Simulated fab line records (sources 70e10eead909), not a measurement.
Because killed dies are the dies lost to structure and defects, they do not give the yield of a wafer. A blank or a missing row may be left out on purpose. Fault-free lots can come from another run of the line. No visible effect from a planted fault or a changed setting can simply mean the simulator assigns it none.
Check for tools in common + flow nand harc + 11 lots, 33 wafers sampled

WHY THIS WAS OPENED
At NHARC_A_BLC_OVL_MEAS_11 the reading overlay x nm is flagged on 2 of 11 lots. Fault-free wafers read -0.1 nm, with a standard deviation of 0.88.
Rule: a lot is flagged in two cases, either no wafer of it has a number, or all its wafers with numbers fall more than 4 standard deviations from that mean. The rest of the lots are taken to be sound.

| lot  | measured     | on         | overlay x nm (nm), wafer by wafer | flag    |
|------|--------------|------------|-----------------------------------|---------|
| L507 | day 17 03:32 | overlay-01 | 0.4 0.0 0.7                       |         |
| L510 | day 17 12:04 | overlay-02 | -0.5 -0.4 -0.4                    |         |
| L509 | day 17 12:49 | overlay-02 | -1.3 -0.5 -1.1                    |         |
| L512 | day 18 09:22 | overlay-02 | -0.4 -0.3 -0.6                    |         |
| L513 | day 18 10:14 | overlay-02 | 0.3 0.3 0.5                       |         |
| L514 | day 18 20:18 | overlay-02 | 1.4 0.6 1.1                       |         |
| L520 | day 20 06:29 | overlay-01 | 5.2 5.3 5.3                       | FLAGGED |
| L525 | day 21 17:37 | overlay-02 | 4.2 4.1 4.2                       | FLAGGED |
| L524 | day 21 17:46 | overlay-01 | 0.2 0.2 0.6                       |         |
| L527 | day 22 19:28 | overlay-01 | -1.8 -0.9 -1.5                    |         |
| L530 | day 22 21:34 | overlay-02 | 2.1 2.2 1.5                       |         |
On average the flagged lots' numbers are 4.7 nm, which is +4.8 nm against the usual, or +5 standard deviations.

EACH LOT AND THE TOOL IT RAN ON
The record holds 1 process step before the reading, out of a route of 1159 steps. Read each cell as the tool, then ch plus the chambers that the sampled wafers visited, then the start.
| lot  | flag    | NHARC_A_BLC_EXPOSE_07              |
|------|---------|------------------------------------|
| L507 |         | arfi scanner-03 ch 0, day 17 03:18 |
| L510 |         | arfi scanner-01 ch 0, day 17 11:50 |
| L509 |         | arfi scanner-02 ch 0, day 17 12:34 |
| L512 |         | arfi scanner-02 ch 0, day 18 09:09 |
| L513 |         | arfi scanner-03 ch 0, day 18 10:00 |
| L514 |         | arfi scanner-03 ch 0, day 18 20:05 |
| L520 | FLAGGED | arfi scanner-01 ch 0, day 20 06:16 |
| L525 | FLAGGED | arfi scanner-01 ch 0, day 21 17:23 |
| L524 |         | arfi scanner-02 ch 0, day 21 17:32 |
| L527 |         | arfi scanner-03 ch 0, day 22 19:14 |
| L530 |         | arfi scanner-03 ch 0, day 22 21:20 |
What is done by these steps:
- NHARC_A_BLC_EXPOSE_07: exposes mask A BLC, target cd 100 nm.
- NHARC_A_BLC_OVL_MEAS_11

FLAGGED OVER TOTAL, TOOL BY TOOL (the gauges that took the reading come last)
| step                    | tool            | lots run | flagged | share of the flagged lots | sound lots run after its first flagged lot |
|-------------------------|-----------------|----------|---------|---------------------------|--------------------------------------------|
| NHARC_A_BLC_EXPOSE_07   | arfi scanner-01 | 3        | 2       | all                       | 0                                          |
| NHARC_A_BLC_EXPOSE_07   | arfi scanner-02 | 3        | 0       | none                      | -                                          |
| NHARC_A_BLC_EXPOSE_07   | arfi scanner-03 | 5        | 0       | none                      | -                                          |
| NHARC_A_BLC_OVL_MEAS_11 | overlay-01      | 4        | 1       | some                      | 2 (L524,L527)                              |
| NHARC_A_BLC_OVL_MEAS_11 | overlay-02      | 7        | 1       | some                      | 1 (L530)                                   |

WHAT THE TABLE PERMITS
All flagged lots share 1 row of the table, namely arfi scanner-01 at NHARC_A_BLC_EXPOSE_07.
- arfi scanner-01 at NHARC_A_BLC_EXPOSE_07: 2 of its 3 lots flagged. Last sound lot L510 at day 17 11:50, first flagged lot L520 at day 20 06:16; a fault beginning in between fits.
What remains is a single tool, arfi scanner-01 at NHARC_A_BLC_EXPOSE_07.

WHAT THE SIMULATOR HAD INSERTED
Scanner matching overlay: arfi scanner-01, from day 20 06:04 on, at NHARC_A_BLC_EXPOSE_07. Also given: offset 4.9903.
Shown lots that were struck: L520, L525. Same finding as the rule above.
